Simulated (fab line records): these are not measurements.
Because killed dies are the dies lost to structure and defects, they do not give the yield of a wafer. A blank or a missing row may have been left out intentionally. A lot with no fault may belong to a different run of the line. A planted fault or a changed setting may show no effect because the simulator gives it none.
Chamber matching + flow n5_finfet + N5_BEOL_M8_ETCH_62 on rie_diel-03 has 4 sister chambers
The step etches SOC in N2/H2, target depth 110 nm, overetch 22 nm, time 165 s. 4 wafers are shown with their chamber, then 10 later ones without.

== WAFERS, EACH WITH ITS CHAMBER ==
| wafer  | chamber | showerhead_plenum_p_Torr (Torr) |
|--------|---------|---------------------------------|
| L078.2 | 1       | 2.57                            |
| L085.1 | 0       | 2.53                            |
| L086.1 | 3       | 2.69                            |
| L086.3 | 2       | 2.53                            |

== WAFERS WITH NO CHAMBER GIVEN ==
| wafer  | showerhead_plenum_p_Torr (Torr) |
|--------|---------------------------------|
| L086.5 | 2.52                            |
| L093.1 | 2.56                            |
| L093.3 | 2.52                            |
| L093.6 | 2.56                            |
| L096.1 | 2.56                            |
| L096.3 | 2.52                            |
| L096.5 | 2.56                            |
| L097.1 | 2.52                            |
| L097.3 | 2.68                            |
| L097.5 | 2.56                            |

== WHICH CHAMBER EACH WENT THROUGH ==
| wafer  | from the rows above     | in truth |
|--------|-------------------------|----------|
| L086.5 | can't be placed: 0 or 2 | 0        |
| L093.1 | 1                       | 1        |
| L093.3 | can't be placed: 0 or 2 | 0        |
| L093.6 | 1                       | 1        |
| L096.1 | 1                       | 1        |
| L096.3 | can't be placed: 0 or 2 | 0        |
| L096.5 | 1                       | 1        |
| L097.1 | can't be placed: 0 or 2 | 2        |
| L097.3 | 3                       | 3        |
| L097.5 | 1                       | 1        |
Placed correctly: 6 of 10. Can't be placed from these rows: 4 (the true chamber is among the candidates in 4). Number placed wrongly: 0.
How it was worked out, from the rows above alone: a wafer's distance from a chamber is the root of the sum, over the readings, of the square of ((its reading less the chamber's mean) divided by the reading's scatter). If the next closest chamber is less than 2 further off than the closest, the wafer can't be placed; otherwise it belongs to the closest. A chamber's mean is the mean of its shown wafers. The scatter (one wafer shown for each chamber): square how far every hidden wafer sits from the nearest shown wafer, average those squares and take the square root.
